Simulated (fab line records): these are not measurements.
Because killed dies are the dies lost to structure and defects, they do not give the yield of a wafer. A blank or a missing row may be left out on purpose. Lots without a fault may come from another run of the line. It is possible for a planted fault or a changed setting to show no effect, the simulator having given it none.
fab line records    flow n5Finfet
record lots=5  wafers=15  lastDay=14
route steps=1938 shown SD_EPI_P@320 SD_ACTIVATION@330 ILD0@335
lots that met no fault: taken from a fault-free run of the same line
startH: the number of hours between the record's first day and the start of the first shown wafer of the lot    waitH: how many hours have passed since the lot's step before this one    " identical to the entry in the row above    L1.1+2: several wafers, shown together as one row    - no value, or no start given    * or withheld: withheld    < > ~ a bound
route shown NAME@n: NAME is a module with steps in the file, n the number in the route of the first one    usual: mean and standard deviation over wafers with no fault    same: alike in all rows    chamber/n: place in a boat    sites: each site's reading    _std_site: standard deviation of those values    _edge_site: the outer-site mean with the inner-site mean subtracted    radiusMm: how far each site lies from the wafer's centre    mask NAME#n: copy n    behind: the last tool/chamber to shape the wafer    hold: the reason the lot was held/the length of the hold in hours/how it ended    device: transistor that didn't switch, given as n, p or np    end of line: the same wafers' tests at the end of the route    a step with no rows: only its recipe    killed: not the wafer's yield, but the dies lost to structure and defects at the first sort    map: per-die view of a wafer (x killed, . not killed, _ where there is no die)
set.NAME: the run value of the setting; set.NAME@STEP: its run value at that earlier step    model.NAME: the simulator's own value behind a step, which no gauge read
lots at some steps of the route; a table a step, a row a wafer
services: from which hour (startH, from the record's first day; less than 0 if before it) a tool's chamber was out of use, for how many hours, and why
## steps
# step N5_SD_EPI_P_VAPOR_ETCH_44
# recipe chemistry=NF3/Ar  target=SiGe30  tempC=25  timeS=3.3  mode=isotropic
lot.wafer   tool         chamber  startH  waitH
L076.1+4+5  epiRpcvd-03  0        67.73   0.1
L079.1+2+6  epiRpcvd-04  0        86.30   0.2
L083.2+3+6  epiRpcvd-04  0        109.75  0.1
L085.1+4+5  epiRpcvd-02  0        122.66  0.1
L086.2+5+6  epiRpcvd-04  0        130.05  0.1
# step N5_SD_EPI_P_EPI_21
# recipe material=SiGe:B  dopant=B  tempC=550  pressureTorr=20  ambient=H2  timeS=355
# usual chamberPressureTorr=20.00/0.042
lot.wafer  tool         chamber  startH  waitH  chamberPressureTorr
L076.1     epiRpcvd-03  0        67.91   0.1    19.97
L076.4     "            0        68.99   1.1    19.95
L076.5     "            0        "       "      19.99
L079.1     epiRpcvd-04  0        86.54   0.2    20.01
L079.2     "            0        "       "      20.07
L079.6     "            0        88.94   2.4    19.99
L083.2     epiRpcvd-04  0        110.26  0.5    20.00
L083.3     "            0        "       "      19.97
L083.6     "            0        111.70  1.8    19.96
L085.1     epiRpcvd-02  0        122.84  0.1    20.03
L085.4     "            0        123.92  1.1    19.99
L085.5     "            0        "       "      20.03
L086.2     epiRpcvd-04  0        130.56  0.5    19.98
L086.5     "            0        131.64  1.5    20.08
L086.6     "            0        "       "      20.06
# step N5_SD_EPI_P_EPI_MEAS_23
# recipe mode=xrd
# usual thkNm=60.9/1.3
lot.wafer  tool          chamber  startH  waitH  thkNm
L076.1     filmMetro-01  -        70.10   1.8    59.8
L076.4     "             -        "       "      61.6
L076.5     "             -        "       "      60.2
L079.1     filmMetro-02  -        89.46   2.4    62.1
L079.2     "             -        "       "      61.1
L079.6     "             -        "       "      61.5
L083.2     filmMetro-02  -        112.12  1.5    61.2
L083.3     "             -        "       "      60.4
L083.6     "             -        "       "      62.2
L085.1     filmMetro-02  -        125.03  1.8    60.8
L085.4     "             -        "       "      61.9
L085.5     "             -        "       "      62.4
L086.2     filmMetro-01  -        132.40  1.5    59.2
L086.5     "             -        "       "      61.0
L086.6     "             -        "       "      58.0
# step N5_SD_EPI_P_HM_STRIP_48
# recipe chemistry=H3PO4  tempC=160  material=SiNx  target=SiNx  targetDepthA=30  overetchFraction=0.3
lot.wafer   tool         chamber  startH  waitH
L076.1+4+5  wetBench-06  3,7,2    70.14   0.0
L079.1+2+6  wetBench-03  1,2,4    89.49   0.0
L083.2+3+6  wetBench-04  3,4,0    112.15  0.0
L085.1+4+5  wetBench-06  2,4,3    125.07  0.0
L086.2+5+6  wetBench-06  7,2,5    132.43  0.0
# step N5_SD_EPI_P_SRD_49
# recipe dry=ipaMarangoni  timeS=30  tempC=23  rinseLiquid=diw
lot.wafer   tool         chamber  startH  waitH
L076.1+4+5  wetBench-06  3,7,2    70.24   0.0
L079.1+2+6  wetBench-03  1,2,4    89.55   0.0
L083.2+3+6  wetBench-04  3,4,0    112.20  0.0
L085.1+4+5  wetBench-06  2,4,3    125.12  0.0
L086.2+5+6  wetBench-06  7,2,5    132.48  0.0
# step N5_SD_EPI_P_PRECLEAN_24
# recipe chemistry=O3/DIW  timeS=45  tempC=22  o3Ppm=10
lot.wafer   tool         chamber  startH  waitH
L076.1+4+5  wetBench-06  3,7,2    70.28   0.0
L079.1+2+6  wetBench-03  1,2,4    89.57   0.0
L083.2+3+6  wetBench-04  3,4,0    112.23  0.0
L085.1+4+5  wetBench-06  2,4,3    125.14  0.0
L086.2+5+6  wetBench-06  7,2,5    132.50  0.0
# step N5_SD_EPI_P_PRECLEAN_32
# recipe chemistry=dHF  timeS=10  dilution=500:1  tempC=25
lot.wafer   tool         chamber  startH  waitH
L076.1+4+5  wetBench-06  3,7,2    70.30   0.0
L079.1+2+6  wetBench-03  1,2,4    89.58   0.0
L083.2+3+6  wetBench-04  3,4,0    112.24  0.0
L085.1+4+5  wetBench-06  2,4,3    125.15  0.0
L086.2+5+6  wetBench-06  7,2,5    132.52  0.0
# step N5_SD_EPI_P_PRECLEAN_33
# recipe chemistry=SC2  timeS=45  tempC=35  mix=1:1:50
lot.wafer   tool         chamber  startH  waitH
L076.1+4+5  wetBench-06  3,7,2    70.31   0.0
L079.1+2+6  wetBench-03  1,2,4    89.59   0.0
L083.2+3+6  wetBench-04  3,4,0    112.24  0.0
L085.1+4+5  wetBench-06  2,4,3    125.15  0.0
L086.2+5+6  wetBench-06  7,2,5    132.52  0.0
# step N5_SD_EPI_P_SRD_25
# recipe timeS=30  tempC=23  rinseLiquid=diw  dry=ipaMarangoni
lot.wafer   tool         chamber  startH  waitH
L076.1+4+5  wetBench-06  3,7,2    70.33   0.0
L079.1+2+6  wetBench-03  1,2,4    89.60   0.0
L083.2+3+6  wetBench-04  3,4,0    112.26  0.0
L085.1+4+5  wetBench-06  2,4,3    125.17  0.0
L086.2+5+6  wetBench-06  7,2,5    132.53  0.0
# step N5_SD_EPI_P_INSPECT_26
# recipe inspectInstrument=darkfield  mode=postEpi
# usual rawDefectCount=190/36
lot.wafer  tool              chamber  startH  waitH  rawDefectCount
L076.1     defectInspect-01  -        70.39   0.0    223
L076.4     "                 -        "       "      252
L076.5     "                 -        "       "      174
L079.1     defectInspect-02  -        89.64   0.0    170
L079.2     "                 -        "       "      201
L079.6     "                 -        "       "      166
L083.2     defectInspect-01  -        112.30  0.0    221
L083.3     "                 -        "       "      268
L083.6     "                 -        "       "      249
L085.1     defectInspect-02  -        125.21  0.0    186
L085.4     "                 -        "       "      213
L085.5     "                 -        "       "      194
L086.2     defectInspect-02  -        132.57  0.0    164
L086.5     "                 -        "       "      147
L086.6     "                 -        "       "      190
# step N5_SD_ACTIVATION_RTA_00
# recipe tempC=975  timeS=0  ambient=N2  idleTempC=600  rampUpCPerS=150  rampDownCPerS=60  coolToC=600
# usual lampPowerPct=8.96/0.052  lamp_zone_3_pct=8.953/0.027  lamp_zone_4_pct=8.949/0.026  lamp_zone_6_pct=8.875/0.028  lamp_zone_7_pct=9.350/0.026  wafer_temp_C_max=975.0/1.8
lot.wafer  tool          chamber  startH  waitH  lampPowerPct  lamp_zone_3_pct  lamp_zone_4_pct  lamp_zone_6_pct  lamp_zone_7_pct  wafer_temp_C_max
L076.1     rtpAnneal-02  0        70.42   0.0    8.88          8.968            8.918            8.831            9.296            974.6
L076.4     "             0        "       "      9.01          8.970            8.957            8.842            9.325            972.4
L076.5     "             0        "       "      8.99          8.968            8.943            8.844            9.388            972.7
L079.1     rtpAnneal-02  0        89.68   0.0    8.99          8.918            8.946            8.888            9.366            976.8
L079.2     "             0        "       "      8.98          8.978            8.920            8.816            9.374            978.1
L079.6     "             0        "       "      8.94          8.953            8.918            8.880            9.365            974.0
L083.2     rtpAnneal-01  0        112.45  0.2    8.97          8.973            8.892            8.936            9.378            975.0
L083.3     "             0        "       "      8.95          8.929            8.967            8.872            9.349            975.4
L083.6     "             0        "       "      8.85          8.899            8.960            8.864            9.364            976.1
L085.1     rtpAnneal-02  0        125.24  0.0    8.93          8.967            8.956            8.854            9.374            976.7
L085.4     "             0        "       "      8.95          8.930            8.954            8.859            9.356            973.1
L085.5     "             0        "       "      8.94          8.979            8.961            8.905            9.291            977.7
L086.2     rtpAnneal-01  0        132.63  0.1    8.97          8.949            8.962            8.869            9.374            977.3
L086.5     "             0        "       "      8.94          8.977            8.976            8.864            9.308            980.4
L086.6     "             0        "       "      9.02          8.991            8.988            8.871            9.368            980.8
# step N5_SD_ACTIVATION_LSA_01
# recipe tempC=1080  timeS=0.0008  ambient=N2
# usual wafer_temp_C_max=1087.5/1.7
lot.wafer  tool            chamber  startH  waitH  wafer_temp_C_max
L076.1     laserAnneal-01  0        70.62   0.2    1089.2
L076.4     "               0        "       "      1086.1
L076.5     "               0        "       "      1088.8
L079.1     laserAnneal-02  0        89.88   0.2    1088.7
L079.2     "               0        "       "      1088.8
L079.6     "               0        "       "      1087.0
L083.2     laserAnneal-02  0        112.66  0.2    1085.7
L083.3     "               0        "       "      1087.9
L083.6     "               0        "       "      1087.5
L085.1     laserAnneal-02  0        125.44  0.2    1085.2
L085.4     "               0        "       "      1085.8
L085.5     "               0        "       "      1086.2
L086.2     laserAnneal-01  0        132.83  0.2    1086.5
L086.5     "               0        "       "      1086.7
L086.6     "               0        "       "      1087.7
# step N5_SD_ACTIVATION_RS_MEAS_03
# recipe thkMeasGauge=four-point-probe
# usual RS_SD_N=21.89/0.29  RS_SD_P=56.0/0.81
lot.wafer  tool          chamber  startH  waitH  RS_SD_N[ohm/sq]  RS_SD_P[ohm/sq]
L076.1     filmMetro-02  -        70.82   0.2    21.57            55.2
L076.4     "             -        "       "      21.80            55.6
L076.5     "             -        "       "      21.39            56.3
L079.1     filmMetro-01  -        90.09   0.2    21.46            56.7
L079.2     "             -        "       "      21.44            56.3
L079.6     "             -        "       "      21.45            56.3
L083.2     filmMetro-02  -        112.85  0.2    21.52            56.0
L083.3     "             -        "       "      21.71            55.4
L083.6     "             -        "       "      21.73            55.9
L085.1     filmMetro-01  -        125.66  0.2    22.19            55.6
L085.4     "             -        "       "      22.10            56.2
L085.5     "             -        "       "      22.02            53.9
L086.2     filmMetro-02  -        133.02  0.2    22.08            55.9
L086.5     "             -        "       "      21.73            56.1
L086.6     "             -        "       "      22.02            56.7
# step N5_SD_ACTIVATION_INSPECT_02
# recipe inspectInstrument=darkfield  mode=postAnneal
# usual rawDefectCount=190/35
lot.wafer  tool              chamber  startH  waitH  rawDefectCount
L076.1     defectInspect-02  -        71.15   0.2    227
L076.4     "                 -        "       "      248
L076.5     "                 -        "       "      172
L079.1     defectInspect-01  -        90.41   0.2    194
L079.2     "                 -        "       "      202
L079.6     "                 -        "       "      167
L083.2     defectInspect-02  -        113.15  0.1    225
L083.3     "                 -        "       "      278
L083.6     "                 -        "       "      258
L085.1     defectInspect-02  -        125.98  0.2    178
L085.4     "                 -        "       "      211
L085.5     "                 -        "       "      186
L086.2     defectInspect-02  -        133.32  0.1    172
L086.5     "                 -        "       "      152
L086.6     "                 -        "       "      197
# step N5_ILD0_LINER_00
# recipe material=SiNx  targetThkA=40  tempC=400  aldPrecursorFamily=SiH2I2  aldCoReactant=N2/H2-plasma  pulseTimeS=1  purgeTimeS=2  coReactantPurgeTimeS=2  aldCycles=80  pressureTorr=2
# usual chamberPressureTorr=2.000/0.0044  heaterPowerOuterW=512/51  heaterPowerW=813/79  precursorPulseHeightRel=0.998/0.02
# same coReactantPurgeTimeS=2
lot.wafer  tool       chamber  startH  waitH  chamberPressureTorr  heaterPowerOuterW  heaterPowerW  precursorPulseHeightRel
L076.1     aldSin-02  1        71.19   0.0    2.000                442                760           0.998
L076.4     "          0        "       "      2.000                586                849           1.004
L076.5     "          1        "       "      2.004                446                734           0.936
L079.1     aldSin-01  1        90.59   0.2    1.996                497                842           1.004
L079.2     "          3        "       "      2.000                485                765           1.006
L079.6     "          0        "       "      2.002                451                668           0.978
L083.2     aldSin-04  3        113.48  0.3    2.000                476                809           0.981
L083.3     "          2        "       "      2.007                549                878           1.006
L083.6     "          1        "       "      1.998                513                810           0.987
L085.1     aldSin-01  1        126.02  0.0    2.001                516                853           0.998
L085.4     "          0        "       "      2.004                436                673           0.969
L085.5     "          0        "       "      2.002                457                669           1.017
L086.2     aldSin-02  3        133.36  0.0    1.999                638                1109          1.054
L086.5     "          1        "       "      2.001                438                725           0.994
L086.6     "          0        "       "      2.005                603                884           1.011
# step N5_ILD0_FCVD_FILL_01
# recipe material=SiO2_flowable  targetThkA=2000  tempC=100  pressureTorr=0.8  rfW=2000  timeS=328.3
# usual chamberPressureTorr=0.7999/0.0017
lot.wafer  tool     chamber  startH  waitH  chamberPressureTorr
L076.1     fcvd-02  0        71.60   0.2    0.8044
L076.4     "        1        "       "      0.7978
L076.5     "        1        "       "      0.8000
L079.1     fcvd-01  0        91.01   0.2    0.7981
L079.2     "        1        "       "      0.8002
L079.6     "        1        "       "      0.7987
L083.2     fcvd-02  1        113.89  0.2    0.8022
L083.3     "        1        "       "      0.7995
L083.6     "        1        "       "      0.8018
L085.1     fcvd-01  1        126.43  0.2    0.7974
L085.4     "        1        "       "      0.7965
L085.5     "        0        "       "      0.8027
L086.2     fcvd-01  0        133.90  0.3    0.7981
L086.5     "        0        "       "      0.8006
L086.6     "        0        "       "      0.8001
# step N5_ILD0_CURE_02
# recipe tempC=450  timeS=1800  ambient=steam  idleTempC=400  rampUpCPerMin=5  rampDownCPerMin=3  densificationPH2oTorr=640
# usual densificationPH2oTorr=639.9/1.2  spikeTcBottomC=475.8/1  spikeTcCentreC=451.2/1.4  spikeTcUpperC=448.2/1.6
lot.wafer  tool        chamber  startH  waitH  densificationPH2oTorr  spikeTcBottomC  spikeTcCentreC  spikeTcUpperC
L076.1     furnace-03  0        72.00   0.3    639.2                  474.9           450.9           447.1
L076.4     "           0        "       "      640.1                  475.2           451.5           445.5
L076.5     "           0        "       "      637.5                  476.5           450.3           447.2
L079.1     furnace-01  0        91.40   0.3    638.4                  477.6           454.0           450.5
L079.2     "           0        "       "      638.1                  477.3           452.5           451.3
L079.6     "           0        "       "      640.1                  475.7           452.6           450.2
L083.2     furnace-02  0        114.77  0.8    641.8                  476.0           451.5           447.4
L083.3     "           0        "       "      639.2                  476.9           449.9           449.5
L083.6     "           0        "       "      640.3                  475.7           449.9           448.8
L085.1     furnace-03  0        126.83  0.3    639.9                  474.1           452.2           447.5
L085.4     "           0        "       "      639.8                  473.8           451.5           448.3
L085.5     "           0        "       "      638.6                  475.3           452.2           446.2
L086.2     furnace-02  0        134.53  0.5    640.9                  474.9           448.5           447.4
L086.5     "           0        "       "      641.2                  473.8           449.3           451.4
L086.6     "           0        "       "      638.4                  474.1           448.3           447.2
# step N5_ILD0_CMP_03
# recipe stopOn=SiNx  tOverpolishS=1.9  postCmpClean=alkalineBrush  downForcePsi=4.1491  platenRpm=51.796  padVelocityMS=1.0306  targetThkNm=197.38
# usual motorCurrentA=12.2/1.3  overpolishRunS=1.900/0.0082  padLifeWafers=860/610  platenRpm=51.79/0.034  timeToEndpointS=68/5.2
lot.wafer  tool    chamber  startH  waitH  motorCurrentA  overpolishRunS  padLifeWafers  platenRpm  timeToEndpointS
L076.4     cmp-03  2        73.63   0.1    11.8           1.895           8              51.74      59
L076.1     "       3        "       "      14.4           1.903           9              51.78      68
L076.5     "       1        "       "      11.4           1.886           -              51.83      64
L079.1     cmp-04  1        92.99   0.1    10.7           1.902           1741           51.73      68
L079.2     "       3        "       "      11.3           1.886           1743           51.77      69
L079.6     "       1        "       "      10.5           1.892           -              51.76      70
L083.2     cmp-02  3        116.37  0.1    12.5           1.905           1237           51.76      80
L083.3     "       1        "       "      13.0           1.896           1239           51.76      67
L083.6     "       2        "       "      10.7           1.890           -              51.80      66
L085.4     cmp-03  3        128.38  0.0    14.6           1.904           444            51.79      69
L085.1     "       1        "       "      11.2           1.900           446            51.78      64
L085.5     "       0        "       "      10.9           1.900           -              51.81      65
L086.2     cmp-03  0        136.20  0.1    11.3           1.907           501            51.82      64
L086.6     "       1        "       "      11.0           1.885           -              51.80      63
L086.5     "       2        "       "      12.4           1.898           -              51.84      58
# step N5_ILD0_THK_MEAS_04
# usual thkNm=196.9/1.3
lot.wafer  tool          chamber  startH  waitH  thkNm
L076.1     filmMetro-01  -        73.85   -      196.3
L076.4     "             -        "       "      193.6
L076.5     "             -        "       "      195.5
L079.1     filmMetro-01  -        93.25   -      195.8
L079.2     "             -        "       "      194.4
L079.6     "             -        "       "      196.5
L083.2     filmMetro-01  -        116.62  -      199.7
L083.3     "             -        "       "      195.7
L083.6     "             -        "       "      196.7
L085.1     filmMetro-01  -        128.68  -      195.4
L085.4     "             -        "       "      197.6
L085.5     "             -        "       "      193.3
L086.2     filmMetro-02  -        136.38  -      196.1
L086.5     "             -        "       "      197.9
L086.6     "             -        "       "      197.4
# step N5_ILD0_CMP_07
# recipe stopOn=poly-Si  material=SiO2_flowable  tOverpolishS=1.18  postCmpClean=alkalineBrush  downForcePsi=4.1491  platenRpm=51.796  padVelocityMS=1.0306  targetThkNm=138.88
# usual motorCurrentA=12.3/1.4  padLifeWafers=919/680  platenRpm=51.80/0.035
lot.wafer  tool    chamber  startH  waitH  motorCurrentA  padLifeWafers  platenRpm
L076.1     cmp-04  1        73.92   0.1    10.3           1603           51.85
L076.4     "       2        "       "      13.7           1604           51.79
L076.5     "       0        "       "      13.9           -              51.79
L079.1     cmp-04  1        93.32   0.1    10.0           1747           51.84
L079.2     "       2        "       "      14.3           1748           51.78
L079.6     "       1        "       "      10.9           -              51.85
L083.3     cmp-04  1        116.65  0.0    10.4           1938           51.74
L083.2     "       0        "       "      14.1           1941           51.82
L083.6     "       1        "       "      10.1           -              51.79
L085.4     cmp-03  3        128.71  0.0    14.5           450            51.82
L085.1     "       2        "       "      12.5           453            51.85
L085.5     "       3        "       "      14.1           -              51.82
L086.2     cmp-04  2        136.52  0.1    12.6           2085           51.80
L086.6     "       3        "       "      11.8           -              51.76
L086.5     "       0        "       "      13.9           -              51.79
# step N5_ILD0_THK_MEAS_08
# usual thkNm=138.5/1.3
lot.wafer  tool          chamber  startH  waitH  thkNm
L076.1     filmMetro-02  -        74.17   -      137.1
L076.4     "             -        "       "      138.4
L076.5     "             -        "       "      138.3
L079.1     filmMetro-02  -        93.57   -      137.2
L079.2     "             -        "       "      140.3
L079.6     "             -        "       "      137.1
L083.2     filmMetro-01  -        116.95  -      140.6
L083.3     "             -        "       "      140.0
L083.6     "             -        "       "      137.4
L085.1     filmMetro-02  -        129.00  -      136.1
L085.4     "             -        "       "      139.5
L085.5     "             -        "       "      139.5
L086.2     filmMetro-01  -        136.70  -      140.4
L086.5     "             -        "       "      140.5
L086.6     "             -        "       "      140.0
# step N5_ILD0_PRECLEAN_10
# recipe chemistry=NF3:NH3  afsCycles=5  timeS=20  tempC=30  sublimationTempC=180  sublimationTimeS=60  pressureTorr=3  rfPowerW=30
lot.wafer   tool             chamber  startH  waitH
L076.1+4+5  remotePlasma-02  1        74.21   0.0
L079.1+2+6  remotePlasma-02  0        93.61   0.0
L083.2+3+6  remotePlasma-01  1        117.09  0.1
L085.1+4+5  remotePlasma-01  1        129.04  0.0
L086.2+5+6  remotePlasma-01  0        136.85  0.1
# step N5_ILD0_ALD_15
# recipe material=SiNx  targetThkA=240  tempC=400  aldPrecursorFamily=SiH2I2  aldCoReactant=N2/H2-plasma  pulseTimeS=1  aldCycles=480  purgeTimeS=2  coReactantPurgeTimeS=2  pressureTorr=2
# usual chamberPressureTorr=1.999/0.0042  heaterPowerOuterW=525/62  heaterPowerW=839/120  precursorPulseHeightRel=1.001/0.021
# same coReactantPurgeTimeS=2
lot.wafer  tool       chamber  startH  waitH  chamberPressureTorr  heaterPowerOuterW  heaterPowerW  precursorPulseHeightRel
L076.1     aldSin-02  3        75.55   1.1    2.000                582                1066          0.992
L076.4     "          0        "       "      2.004                589                846           0.989
L076.5     "          0        76.64   1.3    1.993                583                856           0.958
L079.1     aldSin-01  1        94.29   0.6    2.004                515                819           0.994
L079.2     "          3        "       "      1.998                497                761           1.003
L079.6     "          3        95.38   1.1    1.998                494                800           1.012
L083.2     aldSin-02  1        117.82  0.6    2.009                440                724           1.002
L083.3     "          3        "       "      1.994                633                1124          1.023
L083.6     "          1        118.90  1.3    1.996                437                717           0.996
L085.1     aldSin-01  3        129.73  0.6    2.004                482                773           1.055
L085.4     "          0        "       "      2.003                448                661           0.995
L085.5     "          2        130.82  1.2    1.996                556                808           1.008
L086.2     aldSin-01  0        137.42  0.5    2.003                452                688           1.010
L086.5     "          1        138.51  1.2    1.994                507                841           0.972
L086.6     "          2        "       "      2.001                546                840           0.978
## services
tool         chamber  startH  hours  kind
cmp-03       -        51.33   1.6    repair
aldSin-02    0        53.79   8.8    repair
aldSin-01    0        57.93   6.9    repair
cmp-03       -        59.37   3.5    repair
epiRpcvd-03  -        59.74   2.8    pm
cmp-03       -        68.99   4.0    pm
cmp-03       -        72.99   -      consumableReplace:conditioner
cmp-03       -        72.99   -      consumableReplace:pad
cmp-04       -        77.16   1.1    repair
fcvd-02      -        82.76   14.6   pm
aldSin-01    2        86.81   36.7   repair
aldSin-02    -        87.00   14.0   pm
aldSin-02    0        87.00   14.0   ventCycle
aldSin-02    1        87.00   14.0   ventCycle
aldSin-02    2        87.00   14.0   ventCycle
cmp-02       -        94.82   0.7    repair
cmp-04       -        96.85   1.0    repair
cmp-04       -        106.25  0.8    repair
cmp-03       -        109.17  2.9    repair
aldSin-04    3        118.43  18.7   repair
cmp-03       -        118.77  1.5    repair
cmp-02       -        123.53  3.4    repair
fcvd-01      1        131.90  9.1    repair
cmp-04       -        136.63  9.2    pm
## key
fault none
